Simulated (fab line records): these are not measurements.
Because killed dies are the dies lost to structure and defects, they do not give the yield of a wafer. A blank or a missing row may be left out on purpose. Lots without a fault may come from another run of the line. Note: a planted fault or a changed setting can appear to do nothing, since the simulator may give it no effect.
Matching of chambers ; flow nand harc ; 4 sister chambers for NHARC_A_STAIRCASE_TRIM_12 on rie diel-07
The step chemistry O2, time 211.2 s. 22 wafers are shown with their chamber, then 11 later ones without.

WAFERS PAIRED WITH THEIR CHAMBERS
wafer;chamber;drypump motor current A (A);oes product au (a.u.);showerhead plenum p Torr (Torr)
L074.2;3;5.7;1.011;3.61
L074.4;2;6.3;0.979;3.26
L074.6;3;5.8;1.013;3.61
L076.1;2;6.3;0.998;3.81
L076.2;0;5.3;0.988;3.72
L076.6;3;5.7;1.017;3.61
L075.1;0;5.3;0.992;3.72
L075.3;1;5.8;0.982;3.57
L075.6;2;6.3;0.990;3.81
L077.2;3;5.8;1.009;3.60
L077.4;0;5.3;0.992;3.72
L077.5;3;5.8;1.013;3.60
L083.2;1;5.8;0.985;3.56
L083.5;3;5.8;1.014;3.60
L083.6;2;6.3;0.981;3.80
L089.2;2;6.3;0.979;3.79
L089.5;2;6.3;0.979;3.79
L089.6;3;5.7;1.017;3.59
L088.1;0;5.3;1.004;3.70
L088.3;3;5.7;1.022;3.59
L088.6;0;5.3;1.018;3.70
L090.2;2;6.3;0.997;3.79

SIGNATURES (means of the wafers above)
reading;chamber 0;chamber 1;chamber 2;chamber 3;scatter within a chamber
drypump motor current A;5.300;5.800;6.300;5.750;0.0333
oes product au;0.99880;0.98350;0.98614;1.01450;0.00809
showerhead plenum p Torr;3.7120;3.5650;3.7214;3.6012;0.118
Rule: a wafer's distance from a chamber is the root of the sum, over the readings, of the square of ((its reading less the chamber's mean) divided by the reading's scatter). The wafer belongs to the nearest chamber; if the next one is less than 2 further off, it can't be placed. The scatter: the root of (the sum of the squares of (reading less its chamber's mean) over the shown wafers, divided by (wafers less chambers)).

WAFERS WITH NO CHAMBER GIVEN
wafer;drypump motor current A (A);oes product au (a.u.);showerhead plenum p Torr (Torr)
L090.4;5.3;1.002;3.70
L090.5;5.9;0.996;3.56
L093.1;5.8;0.992;3.55
L093.2;6.3;1.000;3.78
L093.6;5.8;0.992;3.55
L094.2;5.8;1.013;3.58
L094.5;6.3;0.980;3.78
L094.6;5.9;0.996;3.55
L097.3;5.8;1.015;3.58
L097.4;6.3;0.994;3.78
L097.6;5.7;1.016;3.58

EACH ONE'S CHAMBER
wafer;from the rows above;in truth
L090.4;0;0
L090.5;can't be placed: 1 or 3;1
L093.1;1;1
L093.2;2;2
L093.6;1;1
L094.2;3;3
L094.5;2;2
L094.6;can't be placed: 1 or 3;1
L097.3;3;3
L097.4;2;2
L097.6;3;3
9 of 11 placed correctly. These rows do not allow placing 2 (true chamber among the candidates in 2). Placed wrongly: 0.
